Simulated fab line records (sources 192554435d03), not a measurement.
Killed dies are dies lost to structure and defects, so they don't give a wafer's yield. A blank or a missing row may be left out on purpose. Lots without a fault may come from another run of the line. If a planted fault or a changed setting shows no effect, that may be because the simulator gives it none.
A single fault, viewed from 2 desks | flow n5-finfet | what lay behind the numbers comes last; until then each desk has only its own

== FOR THE TOOL OWNER'S DESK: rie-diel-01 ==
The tool's own readings at N5_HKMG_FIN_ETCH_35 (etches SOC in N2/H2, target depth 215.8 nm, time 243.4 s): means of the sampled wafers that have a number, for each lot that ran on this tool. A lot is out of limits, marked OUT, if its mean lies more than 4 standard deviations from the usual mean; the brackets give that distance.
Columns: A = drypump-motor-current-A at N5_HKMG_FIN_ETCH_35, usual 5.7 A; B = n2-flow-sccm at N5_HKMG_FIN_ETCH_35, usual 200.1 sccm; C = oes-product-au at N5_HKMG_FIN_ETCH_35, usual 0.82 a.u.; D = rf-vpp-V at N5_HKMG_FIN_ETCH_35, usual 141.8 V; E = run-length-s at N5_HKMG_FIN_ETCH_35, usual 267.1 s; F = showerhead-plenum-p-Torr at N5_HKMG_FIN_ETCH_35, usual 2.55 Torr; G = throttle-valve-pct at N5_HKMG_FIN_ETCH_35, usual 17.81 %
lot  | first seen here | A   | B     | C    | D     | E               | F    | G
L843 | day 5 20:21     | 5.8 | 200.2 | 0.71 | 142.2 | 247.1 (-48) OUT | 2.52 | 17.93
L844 | day 5 23:22     | 5.8 | 200.4 | 0.71 | 140.6 | 246.9 (-48) OUT | 2.51 | 17.91
L845 | day 6 09:11     | 5.7 | 200.1 | 0.78 | 140.9 | 253.4 (-33) OUT | 2.48 | 17.92
L859 | day 9 16:32     | 6.2 | 200.3 | 0.79 | 141.8 | 266.8           | 2.43 | 17.90
This desk's verdict: out of limits on L843, L844, L845, starting with L843 at day 5 20:21 (run-length-s at N5_HKMG_FIN_ETCH_35). Within limits: L859.

== METROLOGY DESK ==
What the gauges read, lot by lot, whatever tool the lot ran on: means of the sampled wafers that have a number. A lot is out of limits, marked OUT, if its mean lies more than 4 standard deviations from the usual mean; the brackets give that distance. Readings shown: 7 of its 10, picked as those furthest out on some lot.
Columns: A = DIBL_N at N5_BEOL_M4_RC_MEAS_101, usual 36.1 mV/V; B = DIBL_P at N5_BEOL_M4_RC_MEAS_101, usual 36.1 mV/V; C = IOFF_P at N5_BEOL_M4_RC_MEAS_101, usual 0.21 nA/um; D = SS_N at N5_BEOL_M4_RC_MEAS_101, usual 71.5 mV/dec; E = SS_P at N5_BEOL_M4_RC_MEAS_101, usual 73.3 mV/dec; F = VT_N at N5_BEOL_M4_RC_MEAS_101, usual 249 mV; G = VT_P at N5_BEOL_M4_RC_MEAS_101, usual -250 mV
lot  | first seen here | A    | B    | C    | D    | E    | F   | G
L843 | day 9 07:51     | 37.4 | 36.0 | 0.21 | 71.7 | 73.2 | 248 | -250
L844 | day 9 09:08     | 33.4 | 32.4 | 0.15 | 70.5 | 72.3 | 254 | -255
L845 | day 10 03:14    | 34.9 | 34.7 | 0.18 | 71.4 | 72.3 | 254 | -253
L850 | day 11 08:21    | 35.7 | 36.1 | 0.20 | 71.4 | 73.2 | 251 | -250
L859 | day 13 18:20    | 36.3 | 36.0 | 0.27 | 71.4 | 73.4 | 249 | -243
Result from this desk: across the 5 lots, nothing is out of limits.

== BROUGHT TOGETHER ==
The tool owner's desk had the chance to raise an alarm at day 5 20:21 on L843, L844, L845.
The metrology desk saw nothing out of limits.
The metrology desk has L843, L844, L845 on record, within its limits.
Every lot named ran N5_HKMG_FIN_ETCH_35 on rie-diel-01.

== WHAT THE SIMULATOR HAD PUT IN ==
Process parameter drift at N5_HKMG_FIN_ETCH_35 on rie-diel-01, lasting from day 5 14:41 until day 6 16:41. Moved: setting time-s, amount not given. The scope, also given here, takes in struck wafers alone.
Lots struck among those shown: L843, L844, L845.
Hours from the fault's start to each desk's first reading out of limits: the tool owner's desk, 6.
